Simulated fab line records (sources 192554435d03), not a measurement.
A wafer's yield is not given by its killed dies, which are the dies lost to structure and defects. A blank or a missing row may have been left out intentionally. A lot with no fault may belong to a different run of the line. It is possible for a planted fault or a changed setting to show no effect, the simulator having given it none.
Comparing a struck lot with a sound one || flow n5-finfet || 18 steps out of a route of 1938
Sound: the wafers L552.1, L552.2, L552.5. The struck wafers were L564.1, L564.4, L564.5. The cause comes at the end.
Per side, at each step with rows, come the tool, then ch with its chambers, and then its first start. Under that, the readings that differ: sound wafers || struck wafers || difference of the means || sigmas: that difference in standard deviations of wafers without a fault.
alike: a reading whose means differ by less than 2 such deviations, as well as words and numbers matching on both sides. not compared: withheld readings; readings where some wafer has no value; bounds like >300 that might hide an equal value; numbers whose values overlap and for which the record gives no deviation.
A row with sigmas, a row that says differs or no value, or rows on one side alone: a step with any of these is where the two part. Numbers that have no deviation but don't overlap get no sigmas and don't part them. A reading that every wafer of one side lacks parts them only if that side has two wafers or more.

first, 1 step without rows for these wafers: N5_STI_FIN_REVEAL_SRD_21 (time 30 s).
N5_STI_FIN_REVEAL_OXIDATION_33: chemistry O2 PLASMA REMOTE, time 20 s.
  sound on plasma-asher-02 ch 0,1, day 2 20:29; struck on plasma-asher-01 ch 0,1, day 5 19:23
  alike: drypump-motor-current-A, heater-power-w, o2-flow-sccm
  not compared: rf-hours-counter-h
then, 2 steps without rows for these wafers: N5_STI_FIN_REVEAL_CLEAN_19 (cleans in O3/DIW, time 120 s); N5_STI_FIN_REVEAL_SRD_23 (time 30 s).
N5_STI_FIN_REVEAL_CD_MEAS_22: target cd 6.238 nm, pitch 28 nm.
  sound: cd-sem-03 at day 2 20:39; struck: cd-sem-01 at day 5 19:34
  alike: cd-nm
N5_STI_FIN_REVEAL_FIN_H_MEAS_10:
  sound: ocd-01 at day 2 20:41; struck: ocd-01 at day 5 19:36
  alike: trench-depth-nm
then, 2 steps without rows for these wafers: N5_STI_FIN_REVEAL_PRECLEAN_18 (cleans in SC2, time 45 s); N5_STI_FIN_REVEAL_SRD_28 (time 30 s).
N5_STI_FIN_REVEAL_INSPECT_13: inspects for defects (darkfield).
  sound: defect-inspect-02 at day 2 20:46; struck: defect-inspect-02 at day 5 19:41
  alike: raw-defect-count
then, 2 steps without rows for these wafers: N5_DUMMY_GATE_PRECLEAN_00 (cleans in O3/DIW, time 60 s); N5_DUMMY_GATE_SRD_01 (time 30 s).
N5_DUMMY_GATE_ALD_02: deposits SiO2, target thk 2 nm, pulse time 1 s.
  sound on ald-sin-03 ch 0,3, day 2 20:59; struck on ald-sin-02 ch 2,3, day 5 19:47
  alike: heater-power-outer-w, heater-power-w, precursor-pulse-height-rel
N5_DUMMY_GATE_CVD_03: deposits a-Si from SiH4, target thk 150 nm, time 8042 s.
  sound on lpcvd-01 ch 0/109,0/90,0/95, day 2 21:05; struck on lpcvd-01 ch 0/65,0/79,0/84, day 5 19:53
{"reading": "spike-tc-bottom-C (C)", "sound": "550.0 550.0 550.0", "struck": "563.7 563.7 563.7", "difference": "+13.7", "sigmas": "+6"}
{"reading": "spike-tc-centre-C (C)", "sound": "529.7 529.7 529.7", "struck": "543.0 543.0 543.0", "difference": "+13.3", "sigmas": "+22"}
{"reading": "spike-tc-lower-C (C)", "sound": "530.0 530.0 530.0", "struck": "543.0 543.0 543.0", "difference": "+13.0", "sigmas": "+15"}
{"reading": "spike-tc-top-C (C)", "sound": "553.9 553.9 553.9", "struck": "565.4 565.4 565.4", "difference": "+11.5", "sigmas": "+28"}
{"reading": "spike-tc-upper-C (C)", "sound": "529.5 529.5 529.5", "struck": "542.0 542.0 542.0", "difference": "+12.5", "sigmas": "+20"}
{"reading": "susceptor-temp-C (C)", "sound": "529.89 529.89 529.89", "struck": "542.64 542.64 542.64", "difference": "+12.75", "sigmas": "+49"}
{"reading": "model.a-Si_of_DUMMY_GATE_CVD_03.thk-nm (nm)", "sound": "150 148.4 149.6", "struck": "213.8 212.6 212.4", "difference": "+63.6", "sigmas": ""}
  alike: zone-power-centre-pct, zone-power-upper-pct
then, 2 steps without rows for these wafers: N5_DUMMY_GATE_PRECLEAN_46 (cleans in DIW, time 89.5 s); N5_DUMMY_GATE_SRD_47 (dry time 32 s).
N5_DUMMY_GATE_CMP_04: polishes a-Si.
  sound on cmp-04 ch 0,1,3, day 3 02:42; struck on cmp-03 ch 1,2, day 5 23:37
{"reading": "time-to-endpoint-s (s)", "sound": "17.3 9.8 12.8", "struck": "23.9 26.6 27.8", "difference": "+12.8", "sigmas": "+4"}
  alike: motor-current-A
  not compared: pad-life-wafers
N5_DUMMY_GATE_THK_MEAS_05:
  sound: film-metro-02 at day 3 02:53; struck: film-metro-01 at day 5 23:52
  alike: thk-nm
-- here the record skips 6 days between the struck wafers' starts before and after, leaving off in module DUMMY_GATE and picking up in module BEOL_M4 (first step shown: number 1111 of the route) --
N5_BEOL_M4_RC_MEAS_101:
  sound on prober-01 ch 0, day 8 14:40; struck on prober-01 ch 0, day 11 17:13
  alike: DIBL_N, DIBL_P, IOFF_N, IOFF_P, ION_N, ION_P, SS_N, SS_P, VT_N, VT_P

## WHERE THEY PART
Earliest at N5_DUMMY_GATE_CVD_03; latest, in this record, at N5_DUMMY_GATE_CMP_04. Later steps at which nothing parts them and some readings are alike: N5_DUMMY_GATE_THK_MEAS_05, N5_BEOL_M4_RC_MEAS_101.

WHY: whatever the simulator had introduced
Drift in process parameters on lpcvd-01 at N5_DUMMY_GATE_CVD_03, starting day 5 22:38. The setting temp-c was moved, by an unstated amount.
